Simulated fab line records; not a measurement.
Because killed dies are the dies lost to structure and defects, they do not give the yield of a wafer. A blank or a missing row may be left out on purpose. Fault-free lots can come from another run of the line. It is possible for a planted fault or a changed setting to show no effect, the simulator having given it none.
fab line records	flow n5Finfet
record lots=8	wafers=24	lastDay=18
route steps=1938 shown STI_FIN_REVEAL@196 DUMMY_GATE@220 SPACER0@261 SD_EPI_N@272 BEOL_M4@1111 PASSIVATION@1936
lots that met no fault: taken from a fault-free run of the same line
startH: start of the lot's first displayed wafer, in hours after the record's first day	waitH: how many hours have passed since the lot's step before this one	" same as the row above	L1.1+2: several wafers, shown together as one row	- no value, or no start was given	* or withheld: withheld	< > ~ a bound
route shown NAME@n: names a module that has steps shown in the file, with the first one's number in the route	usual: average and standard deviation across the fault-free wafers	same: alike in all rows	chamber/n: place in a boat	sites: each site's reading	_std_site: their standard deviation	_edge_site: the outer-site mean with the inner-site mean subtracted	radiusMm: for every site, how far away it sits from the centre of the wafer	mask NAME#n: copy n	behind: the most recent tool/chamber to have shaped the wafer	hold: reason for holding the lot/hours on hold/outcome of the hold	device: which transistor (n, p or np) failed to switch	end of line: the tests these same wafers got at the end of their route	a step without rows: its recipe alone	killed: not the wafer's yield, but the dies lost to structure and defects at the first sort	map: a wafer's dies, marking killed ones x, the rest . and places with no die _
set.NAME: the setting that was run; set.NAME@STEP: the one run at that earlier step	model.NAME: the simulator's own value behind a step, which no gauge read
a sample of lots followed through the steps of the route, with each step as a table and each wafer as a row
services: from which hour (startH, from the record's first day; less than 0 if before it) a tool's chamber was out of use, for how many hours, and why
## steps
# step N5_STI_FIN_REVEAL_RECESS_09
# recipe chemistry=HF/NH3	target=SiO2	afsCycles=11	targetDepthA=425	tempC=30	sublimationTempC=180	sublimationTimeS=60
# usual drypumpMotorCurrentA=5.7/0.46	forelinePTorr=0.1280/0.00047	sublimationTempC=179.99/0.15
# same afsCycles=11
lot.wafer	tool	chamber	startH	waitH	drypumpMotorCurrentA	forelinePTorr	sublimationTempC
L246.2	vaporEtch-02	1	39.94	0.0	6.0	0.1281	179.87
L246.3	"	0	"	"	6.2	0.1270	179.81
L246.5	"	0	"	"	6.3	0.1268	179.69
L247.1	vaporEtch-02	1	46.26	0.0	6.0	0.1277	180.01
L247.2	"	0	"	"	6.3	0.1279	179.90
L247.5	"	0	47.32	1.1	6.2	0.1281	180.17
L248.1	vaporEtch-01	0	52.79	0.0	5.6	0.1283	180.12
L248.2	"	1	"	"	5.0	0.1282	179.89
L248.5	"	0	53.85	1.1	5.6	0.1278	180.22
L252.2	vaporEtch-02	0	77.73	0.0	6.3	0.1262	179.92
L252.5	"	0	78.79	1.1	6.2	0.1285	179.91
L252.6	"	1	"	"	6.0	0.1277	180.10
L253.1	vaporEtch-02	0	82.75	0.0	6.3	0.1279	179.72
L253.5	"	1	83.81	1.1	6.0	0.1281	179.92
L253.6	"	0	"	"	6.3	0.1278	179.79
L266.1	vaporEtch-02	1	159.40	0.0	6.0	0.1278	179.99
L266.4	"	1	"	"	6.0	0.1274	179.69
L266.5	"	0	"	"	6.3	0.1290	180.00
L267.2	vaporEtch-01	1	167.41	0.0	5.0	0.1282	180.08
L267.4	"	1	"	"	5.0	0.1283	180.09
L267.6	"	1	"	"	5.1	0.1278	179.98
L268.4	vaporEtch-02	0	172.67	0.6	6.2	0.1271	179.80
L268.5	"	0	"	"	6.3	0.1272	180.00
L268.6	"	1	"	"	6.0	0.1277	179.89
# step N5_DUMMY_GATE_HM_DEP_06
# recipe material=SiNx	targetThkA=800	precursor=DCS/NH3	tempC=700	pressureMtorr=300	timeS=5141
lot.wafer	tool	chamber	startH	waitH
L246.2+3+5	lpcvd-01	0/70,0/75,0/84	47.25	0.0
L247.1+2+5	lpcvd-01	1/90,1/95,1/109	53.60	0.0
L248.1+2+5	lpcvd-01	1/15,1/20,1/34	59.99	0.0
L252.2+5+6	lpcvd-01	0/45,0/59,0/64	84.72	0.0
L253.1+5+6	lpcvd-01	1/40,1/59,1/64	89.78	0.0
L266.1+4+5	lpcvd-02	0/65,0/79,0/84	166.72	0.0
L267.2+4+6	lpcvd-02	1/95,1/104,1/114	174.52	0.0
L268.4+5+6	lpcvd-02	0/29,0/34,0/39	181.23	0.0
# step N5_DUMMY_GATE_INSPECT_17
# recipe mode=adi	inspectInstrument=brightfield
# usual rawDefectCount=172/42
lot.wafer	tool	chamber	startH	waitH	rawDefectCount
L246.2	defectInspect-02	-	51.73	0.0	246
L246.3	"	-	"	"	233
L246.5	"	-	"	"	268
L247.1	defectInspect-01	-	58.10	0.1	181
L247.2	"	-	"	"	113
L247.5	"	-	"	"	145
L248.1	defectInspect-01	-	64.37	0.1	234
L248.2	"	-	"	"	193
L248.5	"	-	"	"	183
L252.2	defectInspect-02	-	89.10	0.0	1059
L252.5	"	-	"	"	1086
L252.6	"	-	"	"	991
L253.1	defectInspect-01	-	94.14	0.1	1022
L253.5	"	-	"	"	994
L253.6	"	-	"	"	975
L266.1	defectInspect-02	-	171.21	0.1	114
L266.4	"	-	"	"	119
L266.5	"	-	"	"	171
L267.2	defectInspect-02	-	178.88	0.0	153
L267.4	"	-	"	"	184
L267.6	"	-	"	"	117
L268.4	defectInspect-02	-	185.59	0.0	177
L268.5	"	-	"	"	172
L268.6	"	-	"	"	202
# step N5_DUMMY_GATE_STRIP_41
# recipe chemistry=O2	powerW=400	tempC=40	pressureMtorr=30	rfFrequencyHz=6e+07	biasPowerW=0	overashFraction=0.3	o2FlowSccm=225
# usual drypumpMotorCurrentA=5.9/0.39	oesProductAu=0.76/0.064	rfVppV=3.7/0.48	showerheadPlenumPTorr=2.14/0.051	throttleValvePct=16.74/0.27
lot.wafer	tool	chamber	startH	waitH	drypumpMotorCurrentA	oesProductAu	rfHoursCounterH	rfVppV	showerheadPlenumPTorr	throttleValvePct
L246.2	rieDiel-03	3	52.23	0.0	6.3	0.70	226	4.5	2.17	16.67
L246.3	"	0	"	"	6.2	0.72	190	3.4	2.18	17.02
L246.5	"	0	"	"	6.2	0.72	-	4.0	2.18	17.04
L247.1	rieDiel-03	2	58.60	0.0	5.7	0.84	56	3.1	2.06	16.50
L247.2	"	3	"	"	6.3	0.70	227	4.0	2.17	16.67
L247.5	"	2	"	"	5.7	0.84	-	2.6	2.06	16.50
L248.1	rieDiel-06	1	65.49	0.0	5.3	0.78	108	4.1	2.12	16.69
L248.2	"	0	"	"	5.4	0.71	158	3.4	2.09	17.05
L248.5	"	3	"	"	6.0	0.73	-	4.8	2.00	16.89
L252.2	rieDiel-04	0	89.80	0.0	6.1	0.87	40	3.7	2.14	16.21
L252.5	"	2	"	"	6.4	0.70	-	3.4	2.15	16.91
L252.6	"	3	"	"	5.4	0.76	-	3.2	2.18	16.96
L253.1	rieDiel-04	0	94.79	0.0	6.1	0.89	41	3.7	2.14	16.21
L253.5	"	1	"	"	6.3	0.76	-	3.3	2.19	16.57
L253.6	"	2	"	"	6.4	0.70	-	3.9	2.15	16.94
L266.1	rieDiel-04	0	171.71	0.0	6.1	0.86	64	3.4	2.13	16.24
L266.4	"	1	"	"	6.3	0.75	141	3.7	2.18	16.61
L266.5	"	1	"	"	6.3	0.75	-	3.3	2.18	16.60
L267.2	rieDiel-03	1	179.42	0.0	5.8	0.71	200	3.4	2.15	16.76
L267.4	"	2	"	"	5.7	0.83	-	2.8	2.05	16.52
L267.6	"	1	"	"	5.8	0.70	-	4.3	2.15	16.75
L268.4	rieDiel-04	2	186.09	0.0	6.4	0.68	234	4.0	2.14	16.98
L268.5	"	1	"	"	6.3	0.75	-	2.7	2.18	16.60
L268.6	"	2	"	"	6.4	0.68	-	4.2	2.14	16.98
# step N5_DUMMY_GATE_HM_OPEN_21
# recipe chemistry=CH3F/O2	target=SiNx	targetDepthA=1200	Ar_flow_sccm=150	CH3F_flow_sccm=30	O2_flow_sccm=23	timeS=171.4	pressureMtorr=30	sourceW=395	biasW=73	ionEnergyEv=120.7
# usual O2_flow_sccm=23.01/0.061	drypumpMotorCurrentA=5.9/0.39	mfcArSccm=150.1/0.45	oesProductAu=0.75/0.063	rfFwdPowerW=393.8/1.2	rfVppV=300/4.2	showerheadPlenumPTorr=2.06/0.052	throttleValvePct=16.55/0.28
lot.wafer	tool	chamber	startH	waitH	O2_flow_sccm	drypumpMotorCurrentA	mfcArSccm	oesProductAu	rfFwdPowerW	rfHoursCounterH	rfVppV	showerheadPlenumPTorr	throttleValvePct
L246.2	rieDiel-03	3	52.27	0.0	23.07	6.3	149.1	0.69	394.3	226	301	2.08	16.42
L246.3	"	0	"	"	23.10	6.2	150.8	0.72	394.1	191	304	2.09	16.75
L246.5	"	0	"	"	23.00	6.2	150.3	0.72	395.0	-	304	2.09	16.75
L247.1	rieDiel-03	2	58.64	0.0	23.00	5.7	149.9	0.86	394.9	56	299	1.99	16.32
L247.2	"	3	"	"	22.94	6.3	149.7	0.70	394.7	227	302	2.08	16.43
L247.5	"	2	"	"	22.92	5.7	149.9	0.85	394.6	-	298	1.99	16.31
L248.1	rieDiel-06	1	65.53	0.0	23.06	5.3	150.0	0.77	392.2	108	292	2.05	16.49
L248.2	"	0	"	"	23.02	5.3	150.3	0.74	392.6	158	303	2.02	16.83
L248.5	"	3	"	"	22.90	6.0	149.1	0.72	392.1	-	293	1.93	16.72
L252.2	rieDiel-04	0	89.84	0.0	22.93	6.1	149.5	0.89	394.9	40	306	2.05	15.93
L252.5	"	2	"	"	23.01	6.4	149.8	0.71	395.1	-	303	2.08	16.76
L252.6	"	3	"	"	22.91	5.3	149.4	0.76	394.7	-	299	2.10	16.75
L253.1	rieDiel-04	0	94.83	0.0	23.05	6.1	150.2	0.88	394.9	41	308	2.05	15.94
L253.5	"	1	"	"	23.10	6.3	149.5	0.75	395.8	-	299	2.13	16.50
L253.6	"	2	"	"	23.06	6.4	149.8	0.69	393.7	-	301	2.08	16.78
L266.1	rieDiel-04	0	171.75	0.0	23.00	6.1	149.4	0.85	393.1	64	307	2.04	15.98
L266.4	"	1	"	"	23.05	6.3	150.1	0.75	394.9	141	298	2.13	16.56
L266.5	"	1	"	"	23.02	6.3	149.7	0.75	392.3	-	298	2.13	16.55
L267.2	rieDiel-03	1	179.46	0.0	22.96	5.8	149.8	0.69	392.8	200	296	2.09	16.62
L267.4	"	2	"	"	22.92	5.7	150.4	0.83	393.8	-	299	1.98	16.34
L267.6	"	1	"	"	23.04	5.7	149.1	0.69	394.1	-	295	2.09	16.62
L268.4	rieDiel-04	2	186.13	0.0	23.04	6.4	149.9	0.68	393.1	234	303	2.07	16.80
L268.5	"	1	"	"	23.07	6.3	149.8	0.74	395.3	-	299	2.13	16.56
L268.6	"	2	"	"	22.90	6.4	149.9	0.68	392.7	-	303	2.07	16.80
# step N5_DUMMY_GATE_INSPECT_27
# recipe inspectInstrument=brightfield	mode=aei
# usual rawDefectCount=262/63
lot.wafer	tool	chamber	startH	waitH	rawDefectCount
L246.2	defectInspect-01	-	52.92	0.0	389
L246.3	"	-	"	"	378
L246.5	"	-	"	"	447
L247.1	defectInspect-01	-	59.29	0.0	270
L247.2	"	-	"	"	193
L247.5	"	-	"	"	230
L248.1	defectInspect-01	-	66.27	0.0	343
L248.2	"	-	"	"	281
L248.5	"	-	"	"	272
L252.2	defectInspect-02	-	90.49	0.0	1134
L252.5	"	-	"	"	1166
L252.6	"	-	"	"	1090
L253.1	defectInspect-02	-	95.47	0.0	1071
L253.5	"	-	"	"	1044
L253.6	"	-	"	"	1056
L266.1	defectInspect-01	-	172.60	0.0	183
L266.4	"	-	"	"	199
L266.5	"	-	"	"	281
L267.2	defectInspect-01	-	180.10	0.0	228
L267.4	"	-	"	"	286
L267.6	"	-	"	"	185
L268.4	defectInspect-02	-	186.78	0.0	265
L268.5	"	-	"	"	296
L268.6	"	-	"	"	288
# step N5_SPACER0_INSPECT_04
# recipe inspectInstrument=darkfield	mode=postDep
# usual rawDefectCount=119/31
lot.wafer	tool	chamber	startH	waitH	rawDefectCount
L246.2	defectInspect-01	-	53.63	0.1	171
L246.3	"	-	"	"	181
L246.5	"	-	"	"	218
L247.1	defectInspect-02	-	59.89	0.1	127
L247.2	"	-	"	"	85
L247.5	"	-	"	"	122
L248.1	defectInspect-01	-	67.12	0.3	135
L248.2	"	-	"	"	173
L248.5	"	-	"	"	124
L252.2	defectInspect-02	-	92.23	0.1	1026
L252.5	"	-	"	"	1032
L252.6	"	-	"	"	924
L253.1	defectInspect-01	-	96.07	0.1	941
L253.5	"	-	"	"	955
L253.6	"	-	"	"	899
L266.1	defectInspect-02	-	173.21	0.1	73
L266.4	"	-	"	"	103
L266.5	"	-	"	"	129
L267.2	defectInspect-02	-	180.70	0.1	115
L267.4	"	-	"	"	96
L267.6	"	-	"	"	88
L268.4	defectInspect-02	-	189.71	0.1	122
L268.5	"	-	"	"	139
L268.6	"	-	"	"	125
# step N5_SD_EPI_N_INSPECT_11
# recipe mode=adi	inspectInstrument=macro
# usual rawDefectCount=1.9/1.2
lot.wafer	tool	chamber	startH	waitH	rawDefectCount
L246.2	defectInspect-01	-	54.08	0.0	0
L246.3	"	-	"	"	3
L246.5	"	-	"	"	3
L247.1	defectInspect-02	-	60.34	0.0	3
L247.2	"	-	"	"	4
L247.5	"	-	"	"	0
L248.1	defectInspect-01	-	67.44	0.0	0
L248.2	"	-	"	"	3
L248.5	"	-	"	"	2
L252.2	defectInspect-01	-	92.56	0.0	>300
L252.5	"	-	"	"	>300
L252.6	"	-	"	"	>300
L253.1	defectInspect-01	-	96.54	0.0	>300
L253.5	"	-	"	"	>300
L253.6	"	-	"	"	>300
L266.1	defectInspect-02	-	173.53	0.0	1
L266.4	"	-	"	"	3
L266.5	"	-	"	"	2
L267.2	defectInspect-01	-	181.16	0.0	2
L267.4	"	-	"	"	1
L267.6	"	-	"	"	2
L268.4	defectInspect-02	-	190.17	0.0	4
L268.5	"	-	"	"	1
L268.6	"	-	"	"	2
# step N5_BEOL_M4_RC_MEAS_101
# usual DIBL_N=36.3/1.8	DIBL_P=36.5/2.1	IOFF_N=0.16/0.031	IOFF_P=0.22/0.038	ION_N=677/12	ION_P=466/7.8	SS_N=71.5/0.61	SS_P=73.2/0.7	VT_N=249/3	VT_P=-248.9/3
lot.wafer	tool	chamber	startH	waitH	DIBL_N[mV/V]	DIBL_P[mV/V]	IOFF_N[nA/um]	IOFF_P[nA/um]	ION_N[uA/um]	ION_P[uA/um]	SS_N[mV/dec]	SS_P[mV/dec]	VT_N[mV]	VT_P[mV]
L246.2	prober-02	0	185.80	0.2	32.9	32.6	0.10	0.14	663	462	70.6	72.1	254	-253.9
L246.3	"	0	"	"	38.3	39.2	0.17	0.22	668	453	72.1	73.9	249	-248.2
L246.5	"	0	"	"	37.4	38.4	0.18	0.21	686	469	71.9	72.8	249	-249.4
L247.1	prober-02	0	200.24	0.0	38.2	38.6	0.20	0.24	693	464	72.0	73.6	247	-246.9
L247.2	"	0	"	"	36.2	36.3	0.17	0.20	688	462	71.4	72.0	250	-250.2
L247.5	"	0	"	"	39.2	38.9	0.22	0.27	691	466	72.4	73.8	244	-246.2
L248.1	prober-02	0	201.17	0.8	35.9	36.8	0.15	0.20	667	456	72.2	73.3	250	-249.2
L248.2	"	0	"	"	36.7	37.7	0.17	0.22	664	459	72.4	73.4	252	-251.5
L248.5	"	0	"	"	36.4	37.2	0.16	0.20	687	463	71.9	73.5	248	-251.7
L252.2	prober-02	0	217.02	0.2	35.5	37.0	0.17	0.27	689	478	71.1	73.5	246	-243.1
L252.5	"	0	"	"	34.6	35.8	0.15	0.24	687	480	71.0	72.2	249	-246.4
L252.6	"	0	"	"	39.3	42.0	0.28	0.38	708	488	72.2	73.6	238	-240.6
L253.1	prober-02	0	226.11	0.0	36.3	36.3	0.14	0.18	665	455	71.3	73.1	252	-255.5
L253.5	"	0	"	"	34.8	34.0	0.12	0.15	664	455	71.0	72.9	256	-258.4
L253.6	"	0	"	"	38.2	39.1	0.18	0.22	693	465	70.9	74.1	249	-252.0
L266.1	prober-02	0	307.68	0.0	32.2	32.2	0.10	0.15	641	449	70.8	72.1	256	-254.0
L266.4	"	0	"	"	32.5	32.5	0.11	0.15	671	462	70.4	72.4	255	-252.8
L266.5	"	0	"	"	33.8	33.8	0.12	0.17	650	453	70.7	72.5	253	-252.0
L268.4	prober-01	0	313.39	0.5	34.1	35.5	0.14	0.20	680	469	71.8	72.6	250	-250.0
L268.5	"	0	"	"	34.1	34.8	0.14	0.19	661	457	71.4	72.4	249	-249.1
L268.6	"	0	"	"	38.3	40.8	0.23	0.31	698	477	71.7	73.5	245	-246.5
L267.2	prober-01	0	316.46	0.2	36.1	36.8	0.17	0.23	682	469	71.8	73.2	248	-249.1
L267.4	"	0	"	"	36.2	36.5	0.16	0.23	682	475	71.7	72.9	248	-246.7
L267.6	"	0	"	"	36.2	37.3	0.16	0.25	683	467	71.4	73.1	249	-244.5
# step N5_PASSIVATION_PROBE_49
# usual defectLimitedYield=91.2/1.5	killed_at_M0_to_M3=33/9.6	killed_at_M4_up=14/5.6	killedAtContacts=14/5.5	killedAtFrontEnd=40/13	killedAtOther=4/3	killedDies=104/17	killedOnRim=14/4.3	killedOpen=68/13	killedShort=33/7.2	sort_bin_4_leakage=0.00/0.014	sort_bin_5_function=5.2/0.95	sort_bin_6_memory=3.3/0.62	sort_bin_8_speed=0.00/0.012	sortNPass=1076/17	sortYieldPct=91.2/1.5
# same grossDies=1180	killedAtBackSide=0
lot.wafer	tool	chamber	startH	waitH	defectLimitedYield[%]	killed_at_M0_to_M3	killed_at_M4_up	killedAtContacts	killedAtFrontEnd	killedAtOther	killedDies	killedOnRim	killedOpen	killedShort	sort_bin_4_leakage[%]	sort_bin_5_function[%]	sort_bin_6_memory[%]	sort_bin_8_speed[%]	sortNPass	sortYieldPct[%]
L252.2	prober-01	-	322.54	0.1	85.3	46	14	19	93	1	173	31	78	37	0	9.7	3.5	0	1007	85.3
L252.5	prober-01	-	322.69	0.2	88.8	42	9	8	73	0	132	28	53	30	0	6.7	2.8	0	1048	88.8
L252.6	prober-01	-	322.74	0.3	87.3	32	18	9	86	5	150	26	67	27	0.08	7.5	3.4	0	1029	87.2
L253.1	prober-02	-	331.90	0.0	85.7	39	17	7	106	0	169	28	66	28	0	8.3	3.8	0	1011	85.7
L253.5	prober-02	-	332.10	0.2	87.5	22	10	13	100	2	147	28	48	31	0	7.3	3.0	0	1033	87.5
L253.6	prober-02	-	332.15	0.3	84.8	53	20	8	96	2	179	27	71	43	0	9.1	4.2	0	1001	84.8
# killed by level:class
L252.2 DUMMY_GATE:unspecified=58 STI_FIN_REVEAL:geometricParticle:open=12 BEOL_M0_SAQP:geometricParticle:short=12 MOL_CONTACT_COAG:geometricParticle:open=10 BEOL_M0_SAQP:geometricParticle:open=10 BEOL_M2:geometricParticle:open=10 MOL_CONTACT_COAG:geometricParticle:short=9 BEOL_M3:geometricParticle:open=9
L252.5 DUMMY_GATE:unspecified=49 BEOL_M0_SAQP:geometricParticle:short=12 BEOL_M2:geometricParticle:open=9 BEOL_M0_SAQP:geometricParticle:open=8 STI_FIN_REVEAL:geometricParticle:open=6 MOL_CONTACT_COAG:geometricParticle:open=6 BEOL_M3:geometricParticle:open=5 BEOL_M4:geometricParticle:open=4
L252.6 DUMMY_GATE:unspecified=55 STI_FIN_REVEAL:geometricParticle:open=13 BEOL_M3:geometricParticle:open=10 MOL_CONTACT_COAG:geometricParticle:open=7 BEOL_M4:geometricParticle:open=7 STARTING-WAFER:geometricParticle:open=5 FIN_SAQP:geometricParticle:short=4 BEOL_M0_SAQP:geometricParticle:short=4
L253.1 DUMMY_GATE:unspecified=73 BEOL_M2:geometricParticle:open=12 STI_FIN_REVEAL:geometricParticle:open=9 BEOL_M4:geometricParticle:open=7 FIN_SAQP:geometricParticle:short=6 MOL_CONTACT_COAG:geometricParticle:open=6 BEOL_M1:geometricParticle:open=6 ILD0:geometricParticle:short=5
L253.5 DUMMY_GATE:unspecified=65 FIN_SAQP:geometricParticle:short=12 MOL_CONTACT_COAG:geometricParticle:open=12 BEOL_M0:geometricParticle:open=5 FIN_SAQP:geometricParticle:open=4 BEOL_M2:geometricParticle:short=4 STI_FIN_REVEAL:geometricParticle:open=4 ILD0:geometricParticle:short=4
L253.6 DUMMY_GATE:unspecified=62 BEOL_M0_SAQP:geometricParticle:short=13 BEOL_M2:geometricParticle:open=13 BEOL_M0_SAQP:geometricParticle:open=10 FIN_SAQP:geometricParticle:short=8 BEOL_M3:geometricParticle:open=7 BEOL_M4:geometricParticle:open=7 BEOL_M2:geometricParticle:short=6
## services
tool	chamber	startH	hours	kind
rieDiel-03	-	33.56	5.8	repair
vaporEtch-01	-	41.08	0.1	repair
rieDiel-06	2	61.78	5.3	repair
rieDiel-04	0	63.01	9.9	repair
rieDiel-04	1	73.95	1.3	repair
rieDiel-03	2	91.92	5.7	repair
rieDiel-03	2	104.37	62.3	repair
rieDiel-04	-	122.71	2.8	pm
rieDiel-03	3	166.76	-	clean
rieDiel-03	3	166.76	-	consumableReplace:focusRing
rieDiel-03	3	166.76	20.0	scheduledDown
rieDiel-03	3	166.76	20.0	ventCycle
## key
firstSign step=N5_DUMMY_GATE_INSPECT_17	reading=rawDefectCount	direction=up	sigmas=20	usual=172	struck=1021
effect step=N5_DUMMY_GATE_INSPECT_27	reading=rawDefectCount	direction=up	sigmas=13	usual=262	struck=1094
effect step=N5_SPACER0_INSPECT_04	reading=rawDefectCount	direction=up	sigmas=27	usual=119	struck=963
effect step=N5_SD_EPI_N_INSPECT_11	reading=rawDefectCount	direction=up	sigmas=99+	usual=1.9	struck=>300
effect step=N5_PASSIVATION_PROBE_49	reading=killedAtFrontEnd	direction=up	sigmas=4.1	usual=40	struck=92
moreKillsBornAt N5_DUMMY_GATE_HM_DEP_06@lpcvd-01=362
metAt N5_DUMMY_GATE_HM_DEP_06
struckLots L252,L253
notActingAt N5_STI_FIN_REVEAL_RECESS_09,N5_DUMMY_GATE_STRIP_41,N5_DUMMY_GATE_HM_OPEN_21
onsetBetween 59.99 84.72
fault kind=chamberParticleSource	tool=lpcvd-01	chamber=-	onsetH=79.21	steps=N5_DUMMY_GATE_HM_DEP_06	ratePerVisitCm2=1.3586	endH=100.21
